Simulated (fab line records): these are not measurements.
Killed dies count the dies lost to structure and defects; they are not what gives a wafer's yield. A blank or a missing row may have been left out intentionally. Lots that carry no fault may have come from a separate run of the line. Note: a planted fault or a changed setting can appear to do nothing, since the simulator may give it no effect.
Which tool is to blame? || flow n5_finfet || route of 1938 steps, sampled at 1 step: 24 lots, 72 wafers

== WHAT THE GAUGES READ, wafer by wafer ==
N5_BEOL_M4_OVL_MEAS_29.
{"lot": "L074", "measured": "day 7 19:59", "on": "overlay-02", "V3_OVL (nm)": "0.4 -0.7 0.4"}
{"lot": "L075", "measured": "day 7 20:11", "on": "overlay-02", "V3_OVL (nm)": "1.6 1.9 1.7"}
{"lot": "L077", "measured": "day 7 23:46", "on": "overlay-01", "V3_OVL (nm)": "0.0 -0.2 0.5"}
{"lot": "L076", "measured": "day 8 08:38", "on": "overlay-01", "V3_OVL (nm)": "0.8 1.6 1.2"}
{"lot": "L078", "measured": "day 8 12:38", "on": "overlay-01", "V3_OVL (nm)": "1.4 1.6 1.0"}
{"lot": "L079", "measured": "day 8 18:57", "on": "overlay-01", "V3_OVL (nm)": "1.0 1.6 0.8"}
{"lot": "L080", "measured": "day 9 02:24", "on": "overlay-01", "V3_OVL (nm)": "1.4 1.6 1.1"}
{"lot": "L081", "measured": "day 9 08:32", "on": "overlay-01", "V3_OVL (nm)": "1.4 1.5 0.7"}
{"lot": "L082", "measured": "day 10 04:02", "on": "overlay-01", "V3_OVL (nm)": "1.4 0.9 1.8"}
{"lot": "L083", "measured": "day 10 07:47", "on": "overlay-01", "V3_OVL (nm)": "-0.1 0.4 0.7"}
{"lot": "L084", "measured": "day 10 08:41", "on": "overlay-02", "V3_OVL (nm)": "0.1 0.7 0.5"}
{"lot": "L085", "measured": "day 10 19:11", "on": "overlay-01", "V3_OVL (nm)": "1.4 1.6 1.3"}
{"lot": "L086", "measured": "day 11 00:07", "on": "overlay-02", "V3_OVL (nm)": "0.3 0.8 0.0"}
{"lot": "L087", "measured": "day 11 02:48", "on": "overlay-02", "V3_OVL (nm)": "0.6 0.2 0.9"}
{"lot": "L088", "measured": "day 11 03:58", "on": "overlay-01", "V3_OVL (nm)": "0.1 1.0 0.5"}
{"lot": "L089", "measured": "day 11 11:28", "on": "overlay-02", "V3_OVL (nm)": "0.8 0.4 0.4"}
{"lot": "L090", "measured": "day 11 16:03", "on": "overlay-02", "V3_OVL (nm)": "1.0 1.7 1.8"}
{"lot": "L092", "measured": "day 12 11:15", "on": "overlay-01", "V3_OVL (nm)": "0.5 0.1 0.3"}
{"lot": "L093", "measured": "day 12 12:38", "on": "overlay-02", "V3_OVL (nm)": "1.7 1.2 1.4"}
{"lot": "L094", "measured": "day 12 18:50", "on": "overlay-01", "V3_OVL (nm)": "0.3 0.1 0.6"}
{"lot": "L095", "measured": "day 13 01:31", "on": "overlay-02", "V3_OVL (nm)": "-0.1 0.0 0.5"}
{"lot": "L096", "measured": "day 13 04:46", "on": "overlay-02", "V3_OVL (nm)": "0.3 0.4 0.2"}
{"lot": "L097", "measured": "day 13 16:58", "on": "overlay-02", "V3_OVL (nm)": "0.0 0.9 0.8"}
{"lot": "L091", "measured": "day 13 22:37", "on": "overlay-02", "V3_OVL (nm)": "-0.6 -1.2 -0.7"}

== WHICH TOOL RAN EACH LOT (tool, then ch and the chambers of the sampled wafers, then the start) ==
Before these readings, the record contains no process step.

== WHAT THE TOOLS THEMSELVES READ (means of the sampled wafers that have a number; where no wafer has one, the mark that the record gives instead) ==
The record holds no such reading with a usual standard deviation.

== THE ANSWER, worked out from the rows above alone ==
Rule: what is usual is taken from the lots themselves. The widest of any qualifying gaps counts: lots, ordered by their means at a reading, are off when they make up no more than a third of the lots, leave a main group of 4 or more, and stand apart from it by 3 or more times the standard deviation of that group's means. A main group whose means are all the same, to the digits that the tables above print for the reading, isn't used. A lot without any number at a reading at which 4 lots or more have one is off too. Any other lot the step has rows for is counted as sound. Order of review: gauges by route order, followed by the tools' own readings, for which a lot's mean as printed above is used. The first step at which some lot is off is used, and at that step the reading that is off furthest; a lot without a number counts as furthest.
Nothing can be told from this: no lot is off at any reading shown.

== WHAT THE SIMULATOR HAD PUT IN ==
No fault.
